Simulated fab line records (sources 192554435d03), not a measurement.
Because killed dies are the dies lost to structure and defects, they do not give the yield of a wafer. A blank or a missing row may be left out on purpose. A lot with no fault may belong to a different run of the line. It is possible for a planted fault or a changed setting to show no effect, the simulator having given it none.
Matching of chambers | flow n5Finfet | rieDiel-06 running N5_BEOL_M8_ETCH_61: 4 sister chambers
The step etches SiARC in CF4, target depth 45.5 nm, time 75.8 s. 18 wafers are shown with their chamber, then 9 later ones without.

## EACH WAFER AND ITS CHAMBER
wafer  | chamber | drypumpMotorCurrentA (A) | showerheadPlenumPTorr (Torr) | throttleValvePct (%)
L074.1 | 0       | 5.7                      | 2.15                         | 15.7
L074.4 | 2       | 6.8                      | 2.14                         | 16.1
L074.5 | 0       | 5.8                      | 2.15                         | 15.7
L076.1 | 3       | 5.4                      | 2.16                         | 15.4
L076.3 | 1       | 5.8                      | 2.08                         | 15.8
L076.5 | 2       | 6.8                      | 2.13                         | 16.1
L083.1 | 2       | 6.8                      | 2.13                         | 16.1
L083.2 | 0       | 5.8                      | 2.14                         | 15.7
L083.5 | 2       | 6.8                      | 2.13                         | 16.2
L081.1 | 0       | 5.8                      | 2.14                         | 15.7
L081.2 | 3       | 5.4                      | 2.15                         | 15.5
L081.5 | 2       | 6.9                      | 2.13                         | 16.2
L080.1 | 3       | 5.4                      | 2.15                         | 15.5
L080.2 | 0       | 5.7                      | 2.14                         | 15.8
L080.5 | 0       | 5.8                      | 2.14                         | 15.8
L085.2 | 2       | 6.8                      | 2.12                         | 16.2
L085.5 | 1       | 5.8                      | 2.07                         | 15.9
L085.6 | 2       | 6.8                      | 2.12                         | 16.2

SIGNATURES (means of the wafers above)
reading               | chamber 0 | chamber 1 | chamber 2 | chamber 3 | scatter within a chamber
drypumpMotorCurrentA  | 5.767     | 5.800     | 6.814     | 5.400     | 0.0396
showerheadPlenumPTorr | 2.1433    | 2.0750    | 2.1286    | 2.1533    | 0.00619
throttleValvePct      | 15.733    | 15.850    | 16.157    | 15.467    | 0.0549
Rule: for a wafer and a chamber, the distance is found by dividing, reading by reading, the gap between the wafer's reading and the chamber's mean by the reading's scatter, squaring, summing and taking the root. The wafer belongs to the nearest chamber; if the next one is less than 2 further off, it can't be placed. The scatter: the root of (the sum of the squares of (reading less its chamber's mean) over the shown wafers, divided by (wafers less chambers)).

## WAFERS WHOSE CHAMBER IS MISSING
wafer  | drypumpMotorCurrentA (A) | showerheadPlenumPTorr (Torr) | throttleValvePct (%)
L091.1 | 5.7                      | 2.13                         | 15.8
L091.4 | 6.8                      | 2.12                         | 16.2
L091.5 | 5.8                      | 2.06                         | 15.9
L093.1 | 5.8                      | 2.06                         | 15.9
L093.4 | 5.4                      | 2.14                         | 15.5
L093.6 | 5.8                      | 2.06                         | 15.9
L094.1 | 5.4                      | 2.14                         | 15.5
L094.5 | 5.4                      | 2.14                         | 15.5
L094.6 | 5.7                      | 2.13                         | 15.8

## EACH ONE'S CHAMBER
wafer  | from the rows above | in truth
L091.1 | 0                   | 0
L091.4 | 2                   | 2
L091.5 | 1                   | 1
L093.1 | 1                   | 1
L093.4 | 3                   | 3
L093.6 | 1                   | 1
L094.1 | 3                   | 3
L094.5 | 3                   | 3
L094.6 | 0                   | 0
Correct placement for 9 of the 9. From these rows, 0 cannot be placed. Wrongly placed: 0.
